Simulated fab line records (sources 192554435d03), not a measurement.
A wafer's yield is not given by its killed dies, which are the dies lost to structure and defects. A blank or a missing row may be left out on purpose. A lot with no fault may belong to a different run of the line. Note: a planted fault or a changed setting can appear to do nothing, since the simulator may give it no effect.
Split-lot experiment + flow n5 finfet + on a route of 1938 steps: 7 lots, 21 wafers read

## THE SPLIT ITSELF
At N5_BEOL_M0_ETCH_138 (etches SiCN in CH3F/O2, target depth 12 nm, time 31.6 s), the setting bias w was moved away from the recipe's 75 W on 9 of the 21 wafers read, by -14.5% to +17.5%. All remaining wafers had this setting at the recipe value.

The reading is taken at the split's own step.

## THE READING
rf vpp V, in V, at N5_BEOL_M0_ETCH_138 (etches SiCN in CH3F/O2, target depth 12 nm, time 31.6 s). On this fab line, fault-free wafers typically give 296.7 V with a standard deviation of 1.4 V.

| wafer  | tool, chamber at the split | bias w as run, W | against the recipe | rf vpp V, V | against lot-mates on the recipe |
|--------|----------------------------|------------------|--------------------|-------------|---------------------------------|
| L076.1 | rie diel-02, 3             | 88.15            | +17.5%             | 328.3       | +31.9                           |
| L076.2 | rie diel-02, 2             | 88.15            | +17.5%             | 328.4       | +32.0                           |
| L076.4 | rie diel-02, 2             | 75               | recipe             | 296.4       | -                               |
| L078.2 | rie diel-05, 3             | 75               | recipe             | 298.3       | -                               |
| L078.3 | rie diel-05, 0             | 75               | recipe             | 296.5       | -                               |
| L078.5 | rie diel-05, 3             | 75               | recipe             | 295.8       | -                               |
| L085.4 | rie diel-02, 3             | 82.12            | +9.5%              | 313.8       | +17.4                           |
| L085.5 | rie diel-02, 2             | 75               | recipe             | 295.9       | -                               |
| L085.6 | rie diel-02, 3             | 75               | recipe             | 296.9       | -                               |
| L086.1 | rie diel-02, 1             | 75               | recipe             | 297.7       | -                               |
| L086.3 | rie diel-02, 0             | 64.93            | -13.4%             | 270.7       | -27.0                           |
| L086.6 | rie diel-02, 0             | 64.93            | -13.4%             | 270.1       | -27.6                           |
| L092.1 | rie diel-02, 1             | 75               | recipe             | 295.4       | -                               |
| L092.2 | rie diel-02, 2             | 75               | recipe             | 296.7       | -                               |
| L092.5 | rie diel-02, 0             | 75               | recipe             | 296.7       | -                               |
| L093.2 | rie diel-05, 0             | 64.09            | -14.5%             | 266.6       | -29.3                           |
| L093.4 | rie diel-05, 1             | 75               | recipe             | 295.9       | -                               |
| L093.6 | rie diel-05, 2             | 64.09            | -14.5%             | 269.1       | -26.8                           |
| L096.2 | rie diel-06, 2             | 75               | recipe             | 297.7       | -                               |
| L096.3 | rie diel-06, 0             | 82.45            | +9.9%              | 313.2       | +15.5                           |
| L096.4 | rie diel-06, 1             | 82.45            | +9.9%              | 318.6       | +20.9                           |

FIT RESULTS
A straight line over all 21 wafers: rf vpp V changes by +1.9 V for each +1% of bias w; r = +1.00; the points scatter about the line by 1.3 V.
The same after taking each lot's own level away (the mean of its wafers on the recipe; 21 wafers): +1.9 V for each +1%; r = +1.00; scatter 1.3 V.
That fit puts the effect of the largest move of bias w on the reading at 33 V.
Measured against the standard deviation above, the lots' own levels, which go from 295.90 to 297.70 V, span 1.3 times it.
Consequently the slope shifts little with the lot-to-lot level, the two slopes agreeing.
Check: +33.1 V against its lot-mates is what the line predicts for one of the wafers moved furthest among these (+17.5%) when that wafer is left out of the fit. It came out at +31.9 V against them.
Tool readings at the split's step, against how far the setting was moved: rf vpp V r = +1.00.

## FURTHER SPLITS ON THESE WAFERS
Before the reading, these wafers also passed through other splits. Each is held against what the fit with the lots' levels taken away leaves over:
| other split on the same wafers         | wafers away from the commonest value | r with rf vpp V (lot level and that fit taken away) |
|----------------------------------------|--------------------------------------|-----------------------------------------------------|
| N5_SDB_EXPOSE_08 dose mj               | 4                                    | -0.07                                               |
| N5_HKMG_FIN_ETCH_55 time s             | 7                                    | +0.28                                               |
| N5_GATE_CUT_ALD_22 ald cycles          | 7                                    | -0.14                                               |
| N5_MOL_CONTACT_COAG_ALD_123 ald cycles | 6                                    | -0.24                                               |
| N5_MOL_CONTACT_COAG_ETCH_67 source w   | 8                                    | +0.04                                               |

## FILE'S OWN FIT
rf vpp V changes by +1.89 V for each +1% of bias w, r = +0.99.
